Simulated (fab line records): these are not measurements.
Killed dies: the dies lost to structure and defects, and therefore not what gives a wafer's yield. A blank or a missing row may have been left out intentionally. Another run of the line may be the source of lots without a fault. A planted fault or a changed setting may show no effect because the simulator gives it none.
fab line records -- flow n5_finfet -- part 2 of 2: steps 16 to 26 of 26
record lots=5, wafers=15, last_day=17
route steps=1938 shown BEOL_M5@1149
lots untouched by any fault: they come from a run of this same line in which no faults occurred
start_h: hours from the record's first day to the start of the lot's first wafer shown -- wait_h: hours from the lot's prior step to this one -- " repeats the value in the row above -- L1.1+2: a single row standing in for several wafers -- - either no value or no given start -- * or withheld: withheld -- < > ~ a bound
route shown NAME@n: names a module that has steps shown in the file, with the first one's number in the route -- usual: average and standard deviation across the fault-free wafers -- same: alike in all rows -- chamber/n: place in a boat -- sites: each site's reading -- _std_site: standard deviation across them -- _edge_site: mean of outer sites minus mean of inner sites -- radius_mm: how far each site lies from the wafer's centre -- mask NAME#n: copy n -- behind: the most recent tool/chamber to have shaped the wafer -- hold: what put the lot on hold/how long, in hours/how the hold closed -- device: which transistor (n, p or np) failed to switch -- end of line: at the end of the route, the tests of the same wafers -- a step without rows: its recipe alone -- killed: dies that structure and defects cost at the first sort, which is not the same as the wafer's yield -- map: a wafer's dies, marking killed ones x, the rest . and places with no die _
set.NAME: the setting the step ran with; set.NAME@STEP: the setting that earlier step ran with -- model.NAME: the simulator's own value behind a step, which no gauge read
lots at some steps of the route; a table a step, a row a wafer
services: the hour from which a tool's chamber was out of use, counted from the record's first day as start_h (under 0 if before that day), plus the number of hours and why
## steps
# step N5_BEOL_M5_HM_STRIP_39
# recipe chemistry=peroxide_tin_strip, material=TiN, target_depth_a=250, temp_c=50, time_s=158
# same time_s=158
lot.wafer,tool,chamber,start_h,wait_h
L074.4+5+6,wet_bench-03,"2,6,4",186.28,0.0
L076.2+5+6,wet_bench-03,"1,4,2",207.23,0.0
L077.2+3+4,wet_bench-03,"1,5,4",207.38,0.0
L086.2+3+6,wet_bench-03,"2,3,1",265.48,0.0
L090.4+5+6,wet_bench-03,"6,0,4",286.39,0.0
# step N5_BEOL_M5_SRD_40
# recipe time_s=30, temp_c=23, rinse_liquid=diw, dry=ipa_marangoni
# same time_s=30
lot.wafer,tool,chamber,start_h,wait_h
L074.4+5+6,wet_bench-03,"2,6,4",186.33,0.0
L076.2+5+6,wet_bench-03,"1,4,2",207.28,0.0
L077.2+3+4,wet_bench-03,"1,5,4",207.43,0.0
L086.2+3+6,wet_bench-03,"2,3,1",265.53,0.0
L090.4+5+6,wet_bench-03,"6,0,4",286.44,0.0
# step N5_BEOL_M5_PRECLEAN_42
# recipe chemistry=residue_remover, time_s=60, temp_c=40
# same time_s=60
lot.wafer,tool,chamber,start_h,wait_h
L074.4+5+6,wet_bench-03,"2,6,4",186.35,0.0
L076.2+5+6,wet_bench-03,"1,4,2",207.29,0.0
L077.2+3+4,wet_bench-03,"1,5,4",207.44,0.0
L086.2+3+6,wet_bench-03,"2,3,1",265.55,0.0
L090.4+5+6,wet_bench-03,"6,0,4",286.46,0.0
# step N5_BEOL_M5_SRD_43
# recipe time_s=30, temp_c=23, rinse_liquid=diw, dry=ipa_marangoni
# same time_s=30
lot.wafer,tool,chamber,start_h,wait_h
L074.4+5+6,wet_bench-03,"2,6,4",186.36,0.0
L076.2+5+6,wet_bench-03,"1,4,2",207.31,0.0
L077.2+3+4,wet_bench-03,"1,5,4",207.46,0.0
L086.2+3+6,wet_bench-03,"2,3,1",265.57,0.0
L090.4+5+6,wet_bench-03,"6,0,4",286.48,0.0
# step N5_BEOL_M5_CD_MEAS_35
# recipe target_cd_nm=28, target_cd_y_nm=24, polarity=opening
# usual cd_nm=28.08/0.3
lot.wafer,tool,chamber,start_h,wait_h,cd_nm
L074.4,cd_sem-02,-,186.41,0.0,28.35
L074.5,cd_sem-02,-,186.41,0.0,27.89
L074.6,cd_sem-02,-,186.41,0.0,27.85
L076.2,cd_sem-01,-,207.35,0.0,27.68
L076.5,cd_sem-01,-,207.35,0.0,28.27
L076.6,cd_sem-01,-,207.35,0.0,28.46
L077.2,cd_sem-03,-,207.50,0.0,27.73
L077.3,cd_sem-03,-,207.50,0.0,28.48
L077.4,cd_sem-03,-,207.50,0.0,27.60
L086.2,cd_sem-02,-,265.61,0.0,27.65
L086.3,cd_sem-02,-,265.61,0.0,27.56
L086.6,cd_sem-02,-,265.61,0.0,28.20
L090.4,cd_sem-02,-,286.53,0.0,27.79
L090.5,cd_sem-02,-,286.53,0.0,27.75
L090.6,cd_sem-02,-,286.53,0.0,27.91
# step N5_BEOL_M5_CURE_80
# recipe temp_c=370, time_s=120, ambient=DMADMS/He, material=SiCOH_lowk
# usual lamp_power_pct=52.31/0.047, wafer_temp_C_max=371.6/0.5
# same time_s=120
lot.wafer,tool,chamber,start_h,wait_h,lamp_power_pct,wafer_temp_C_max
L074.4,uv_cure-03,1,186.61,0.2,52.28,372.3
L074.5,uv_cure-03,1,186.61,0.2,52.30,371.8
L074.6,uv_cure-03,1,186.61,0.2,52.37,372.2
L076.2,uv_cure-01,2,207.49,0.1,52.34,371.4
L076.5,uv_cure-01,2,207.49,0.1,52.32,371.4
L076.6,uv_cure-01,2,207.49,0.1,52.30,371.2
L077.2,uv_cure-03,1,207.77,0.3,52.32,372.5
L077.3,uv_cure-03,1,207.77,0.3,52.36,372.2
L077.4,uv_cure-03,1,207.77,0.3,52.33,372.3
L086.2,uv_cure-01,1,265.70,0.1,52.28,371.7
L086.3,uv_cure-01,1,265.70,0.1,52.38,371.1
L086.6,uv_cure-01,1,265.70,0.1,52.28,370.6
L090.4,uv_cure-03,0,287.46,0.9,52.27,371.4
L090.5,uv_cure-03,0,287.46,0.9,52.33,371.0
L090.6,uv_cure-03,0,287.46,0.9,52.33,371.5
# step N5_BEOL_M5_DEGAS_44
# recipe ambient=vacuum, temp_c=250, time_s=60
# usual heater_power_w=323/41
# same time_s=60
lot.wafer,tool,chamber,start_h,wait_h,heater_power_w
L074.4,pvd_sputter-02,-,187.82,1.2,320
L074.5,pvd_sputter-02,-,187.82,1.2,313
L074.6,pvd_sputter-02,-,187.82,1.2,358
L076.2,pvd_sputter-02,-,208.23,0.6,315
L076.5,pvd_sputter-02,-,208.23,0.6,307
L076.6,pvd_sputter-02,-,208.23,0.6,318
L077.2,pvd_sputter-02,-,209.03,1.2,299
L077.3,pvd_sputter-02,-,209.03,1.2,286
L077.4,pvd_sputter-02,-,209.03,1.2,370
L086.2,pvd_sputter-01,-,266.19,0.4,245
L086.3,pvd_sputter-01,-,266.19,0.4,380
L086.6,pvd_sputter-01,-,266.19,0.4,287
L090.4,pvd_sputter-01,-,288.06,0.6,392
L090.5,pvd_sputter-01,-,288.06,0.6,375
L090.6,pvd_sputter-01,-,288.06,0.6,282
# step N5_BEOL_M5_PRE_CLEAN_45
# recipe gas=H2/He, time_s=30, temp_c=250
# usual heater_power_w=323/41
# same time_s=30
lot.wafer,tool,chamber,start_h,wait_h,heater_power_w
L074.4,pvd_sputter-02,-,187.86,0.0,318
L074.5,pvd_sputter-02,-,187.86,0.0,318
L074.6,pvd_sputter-02,-,187.86,0.0,364
L076.2,pvd_sputter-02,-,208.27,0.0,311
L076.5,pvd_sputter-02,-,208.27,0.0,304
L076.6,pvd_sputter-02,-,208.27,0.0,315
L077.2,pvd_sputter-02,-,209.07,0.0,300
L077.3,pvd_sputter-02,-,209.07,0.0,282
L077.4,pvd_sputter-02,-,209.07,0.0,360
L086.2,pvd_sputter-01,-,266.23,0.0,252
L086.3,pvd_sputter-01,-,266.23,0.0,379
L086.6,pvd_sputter-01,-,266.23,0.0,287
L090.4,pvd_sputter-01,-,288.10,0.0,384
L090.5,pvd_sputter-01,-,288.10,0.0,379
L090.6,pvd_sputter-01,-,288.10,0.0,286
# step N5_BEOL_M5_ALD_86
# recipe material=TaN, target_thk_a=*, temp_c=275, ald_precursor_family=PDMAT, ald_co_reactant=NH3, pressure_torr=3, carrier_flow_sccm=1500, pulse_time_s=2, purge_time_s=3, co_reactant_purge_time_s=2, co_reactant_pulse_time_s=3, ald_cycles=30, precursor_vessel_temp_c=75, precursor_vessel_pressure_torr=26.25, precursor_vessel_carrier_sccm=1000
# usual heater_power_w=427/50, precursor_vessel_carrier_sccm=1000.2/3, precursor_vessel_pressure_torr=26.25/0.054, precursor_vessel_temp_c=74.99/0.13
lot.wafer,tool,chamber,start_h,wait_h,heater_power_w,precursor_vessel_carrier_sccm,precursor_vessel_pressure_torr,precursor_vessel_temp_c
L074.4,ald_metal-01,2,187.92,0.0,487,997.4,26.26,74.83
L074.5,ald_metal-01,2,187.92,0.0,483,1004.2,26.29,74.88
L074.6,ald_metal-01,3,187.92,0.0,477,998.3,26.22,75.43
L076.2,ald_metal-03,2,208.34,0.1,403,1006.1,26.25,74.99
L076.5,ald_metal-03,3,208.34,0.1,448,1003.2,26.30,74.92
L076.6,ald_metal-03,2,208.34,0.1,397,1000.5,26.18,75.14
L077.2,ald_metal-04,0,209.13,0.0,383,1001.1,26.31,75.37
L077.3,ald_metal-04,3,209.13,0.0,420,998.9,26.17,75.12
L077.4,ald_metal-04,2,209.13,0.0,370,1001.0,26.30,74.89
L086.2,ald_metal-04,3,266.32,0.1,413,996.5,26.19,75.08
L086.3,ald_metal-04,1,266.32,0.1,464,998.4,26.23,74.78
L086.6,ald_metal-04,1,266.32,0.1,473,993.0,26.20,74.97
L090.4,ald_metal-03,1,288.19,0.1,481,1000.9,26.26,74.88
L090.5,ald_metal-03,3,288.19,0.1,460,997.8,26.27,75.05
L090.6,ald_metal-03,2,288.19,0.1,398,997.7,26.30,74.99
# step N5_BEOL_M5_SURFACE_TREAT_87
# recipe gas=Ar, time_s=*, ion_energy_ev=*, ion_current_ma_cm2=0.5, pressure_mtorr=*, ar_flow_sccm=30
# usual throttle_valve_pct=*
# same time_s=*
lot.wafer,tool,chamber,start_h,wait_h,throttle_valve_pct
L074.4,pvd_sputter-02,-,188.16,0.1,*
L074.5,pvd_sputter-02,-,188.16,0.1,*
L074.6,pvd_sputter-02,-,188.16,0.1,*
L076.2,pvd_sputter-02,-,208.95,0.5,*
L076.5,pvd_sputter-02,-,208.95,0.5,*
L076.6,pvd_sputter-02,-,208.95,0.5,*
L077.2,pvd_sputter-01,-,209.83,0.6,*
L077.3,pvd_sputter-01,-,209.83,0.6,*
L077.4,pvd_sputter-01,-,209.83,0.6,*
L086.2,pvd_sputter-03,-,266.58,0.2,*
L086.3,pvd_sputter-03,-,266.58,0.2,*
L086.6,pvd_sputter-03,-,266.58,0.2,*
L090.4,pvd_sputter-01,-,288.62,0.3,*
L090.5,pvd_sputter-01,-,288.62,0.3,*
L090.6,pvd_sputter-01,-,288.62,0.3,*
# step N5_BEOL_M5_CVD_47
# recipe material=Co, target_thk_a=30, temp_c=withheld, precursor=CCTBA/H2, pressure_torr=30, time_s=216
# same time_s=216
lot.wafer,tool,chamber,start_h,wait_h
L074.4+5+6,cvd_co-01,"2,1,0",188.30,0.1
L076.2+5+6,cvd_co-02,"0,1,0",209.01,0.0
L077.2+3+4,cvd_co-01,"1,2,0",209.95,0.1
L086.2+3+6,cvd_co-01,"2,1,1",266.79,0.2
L090.4+5+6,cvd_co-01,"0,2,1",288.75,0.1
## services
tool,chamber,start_h,hours,kind
ald_metal-04,3,169.42,2.5,repair
rie_diel-02,2,186.31,1.2,repair
ald_metal-04,-,190.79,0.3,repair
cvd_co-01,-,201.25,2.8,pm
ald_metal-03,-,210.19,8.7,pm
rie_diel-02,-,211.42,0.1,repair
rie_diel-02,0,219.73,-,clean
rie_diel-02,0,219.73,-,consumable_replace:focus_ring
rie_diel-02,0,219.73,32.4,scheduled_down
rie_diel-02,0,219.73,32.4,vent_cycle
rie_diel-02,1,234.79,10.1,repair
cvd_co-02,0,240.22,3.9,repair
cvd_co-01,-,263.83,0.6,repair
pvd_sputter-03,-,271.86,1.3,repair
uv_cure-01,-,273.69,22.2,pm
